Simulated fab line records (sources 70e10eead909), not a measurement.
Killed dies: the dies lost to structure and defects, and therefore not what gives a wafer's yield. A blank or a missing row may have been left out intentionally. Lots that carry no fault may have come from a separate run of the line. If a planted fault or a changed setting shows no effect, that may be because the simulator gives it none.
Comparing a struck lot with a sound one | flow nand_harc | 26 out of 1302 route steps
Sound: these wafers, L274.1, L274.3, L274.6. The struck wafers were L279.3, L279.4, L279.5. The cause is given at the end.
For every step that has rows: the tool of each side, followed by ch and its chambers, followed by its first start. Under that, the readings that differ: sound wafers | struck wafers | difference of the means | sigmas: that difference in standard deviations of wafers without a fault.
alike: readings whose means differ by less than 2 such deviations, and words and numbers that are the same on both sides. not compared: withheld readings, readings that some wafer has no value for, bounds like >300 that may hide the same value, and numbers for which the record gives no deviation and whose values overlap.
Wherever a step has rows on one side only, a row that says differs or no value, or a row with sigmas, the two part there. Non-overlapping numbers with no deviation appear without sigmas and do not part them. A reading missing from all wafers of one side parts the sides only when that side holds two or more wafers.

NHARC_A_CHANNEL_HOLE_D2_OVL_MEAS_11:
  sound on overlay-01 at day 14 04:50; struck on overlay-02 at day 16 02:52
  alike: overlay_x_nm, overlay_y_nm
NHARC_A_CHANNEL_HOLE_D2_INSPECT_12:
  sound on defect_inspect-02 at day 14 04:52; struck on defect_inspect-01 at day 16 02:54
  alike: raw_defect_count
then, 5 steps without rows for these wafers: NHARC_A_CHANNEL_HOLE_D2_DESCUM_15 (chemistry O2, time 3 s); NHARC_A_CHANNEL_HOLE_D2_ETCH_38 (etches the open film in CF4, target depth 39 nm, time 65 s); NHARC_A_CHANNEL_HOLE_D2_ETCH_39 (etches the open film in N2/H2, target depth 260 nm, time 325 s); NHARC_A_CHANNEL_HOLE_D2_ETCH_34 (etches the open film in CF4/CHF3, target depth 154 nm, time 77 s); NHARC_A_CHANNEL_HOLE_D2_ETCH_16 (etches the open film in O2/COS, target depth 3100 nm, time 806 s).
NHARC_A_CHANNEL_HOLE_D2_CD_MEAS_18:
  sound on cd_sem-01 at day 14 06:02; struck on cd_sem-02 at day 16 04:17
  alike: cd_nm
then, 2 steps without rows for these wafers: NHARC_A_CHANNEL_HOLE_D2_ETCH_19 (etches the open film in C4F8/O2/Ar, time 34.5 s); NHARC_A_CHANNEL_HOLE_D2_ETCH_20 (etches the open film in C4F8/O2/Ar, time 361.9 s, target depth 1600 nm).
NHARC_A_CHANNEL_HOLE_D2_ETCH_21: etches the open film in C4F8/O2/Ar, time 514.3 s, target depth 1600 nm.
  sound on har_etch-01 ch 0, day 14 06:37; struck on har_etch-02 ch 0,1, day 16 05:47
  reading                     | sound       | struck      | difference | sigmas
  drypump_motor_current_A (A) | 5.2 5.2 5.2 | 5.7 6.5 6.5 | +1.0       | +2
  alike: c4f8_flow_sccm, chamber_pressure_mTorr, showerhead_plenum_p_Torr, throttle_valve_pct
  not compared: rf_hours_counter_h
NHARC_A_CHANNEL_HOLE_D2_ETCH_22: etches the open film in C4F8/O2/Ar, time 666.7 s, target depth 1600 nm.
  sound on har_etch-01 ch 0, day 14 07:05; struck on har_etch-02 ch 0,1, day 16 06:16
  reading                     | sound       | struck      | difference | sigmas
  drypump_motor_current_A (A) | 5.2 5.2 5.2 | 5.7 6.5 6.5 | +1.0       | +2
  alike: c4f8_flow_sccm, chamber_pressure_mTorr, showerhead_plenum_p_Torr, throttle_valve_pct
  not compared: rf_hours_counter_h
NHARC_A_CHANNEL_HOLE_D2_ETCH_23: etches the open film in C4F8/O2/Ar, time 819 s, target depth 1600 nm.
  sound on har_etch-01 ch 0, day 14 07:40; struck on har_etch-02 ch 0,1, day 16 06:53
  no value came back on the struck wafers for any of 5 readings (c4f8_flow_sccm (sccm), chamber_pressure_mTorr (mTorr) and others); on the sound wafers c4f8_flow_sccm (sccm) reads 89.72 88.83 89.46
  not compared: rf_hours_counter_h
NHARC_A_CHANNEL_HOLE_D2_ETCH_24: etches the open film in C4F8/O2/Ar, time 906.2 s, target depth 1500 nm.
  sound on har_etch-01 ch 0, day 14 08:23; struck on har_etch-02 ch 0,1, day 16 07:37
  reading                     | sound       | struck      | difference | sigmas
  drypump_motor_current_A (A) | 5.2 5.2 5.2 | 5.7 6.5 6.5 | +1.0       | +2
  alike: c4f8_flow_sccm, chamber_pressure_mTorr, showerhead_plenum_p_Torr, throttle_valve_pct
  not compared: rf_hours_counter_h
then, 1 step without rows for these wafers: NHARC_A_CHANNEL_HOLE_D2_ETCH_25 (etches the open film in C4F8/O2/Ar, time 1040.2 s, target depth 1500 nm).
NHARC_A_CHANNEL_HOLE_D2_ETCH_26: etches the open film in C4F8/O2/Ar, time 224.1 s, target depth 300 nm.
  sound on har_etch-01 ch 0, day 14 09:57; struck on har_etch-02 ch 0,1, day 16 09:04
  reading                     | sound       | struck      | difference | sigmas
  drypump_motor_current_A (A) | 5.2 5.2 5.2 | 5.7 6.5 6.5 | +1.0       | +2
  alike: bias_v, c4f8_flow_sccm, showerhead_plenum_p_Torr, throttle_valve_pct
  not compared: rf_hours_counter_h
then, 4 steps without rows for these wafers: NHARC_A_CHANNEL_HOLE_D2_ETCH_27 (etches the open film in C4F8/O2/Ar, time 90 s, target depth 400 nm); NHARC_A_CHANNEL_HOLE_D2_STRIP_41 (strips in N2/H2); NHARC_A_CHANNEL_HOLE_D2_STRIP_42 (strips in CF4/CHF3); NHARC_A_CHANNEL_HOLE_D2_STRIP_43 (strips in O2/COS).
NHARC_A_CHANNEL_HOLE_D2_ETCH_44: etches the open film in CF4/O2, target depth 140 nm, overetch 14 nm, time 77 s.
  sound on rie_diel-04 ch 0,2,3, day 14 10:53; struck on rie_diel-09 ch 0,2, day 16 09:56
  alike: bias_w, cf4_flow_sccm, drypump_motor_current_A, oes_product_au, rf_vpp_V, showerhead_plenum_p_Torr, throttle_valve_pct
  not compared: rf_hours_counter_h, model.A_CHANNEL_HOLE_D2.cd_nm
NHARC_A_CHANNEL_HOLE_D2_STRIP_28: strips in O2.
  sound on rie_diel-04 ch 0,2; struck on rie_diel-09 ch 0,2
  reading                     | sound       | struck      | difference | sigmas
  drypump_motor_current_A (A) | 5.8 6.2 6.2 | 5.7 5.0 5.0 | -0.8       | -2
  alike: oes_product_au, rf_vpp_V, showerhead_plenum_p_Torr, throttle_valve_pct
  not compared: rf_hours_counter_h
then, 2 steps without rows for these wafers: NHARC_A_CHANNEL_HOLE_D2_PRECLEAN_29 (cleans in SC1); NHARC_A_CHANNEL_HOLE_D2_SRD_30.
NHARC_A_CHANNEL_HOLE_D2_CD_MEAS_31:
  sound on cd_sem-01 at day 14 11:40; struck on cd_sem-02 at day 16 10:56
  reading    | sound          | struck       | difference | sigmas
  cd_nm (nm) | 91.8 90.2 91.8 | 2.1 -0.2 1.0 | -90.3      | -60
  not compared: hold
after that, 1 step had no rows for these wafers: NHARC_END_SORT_01.

== WHERE THEY PART ==
First at NHARC_A_CHANNEL_HOLE_D2_ETCH_21; last, within this record, at NHARC_A_CHANNEL_HOLE_D2_CD_MEAS_31.

WHY: the cause the simulator had injected
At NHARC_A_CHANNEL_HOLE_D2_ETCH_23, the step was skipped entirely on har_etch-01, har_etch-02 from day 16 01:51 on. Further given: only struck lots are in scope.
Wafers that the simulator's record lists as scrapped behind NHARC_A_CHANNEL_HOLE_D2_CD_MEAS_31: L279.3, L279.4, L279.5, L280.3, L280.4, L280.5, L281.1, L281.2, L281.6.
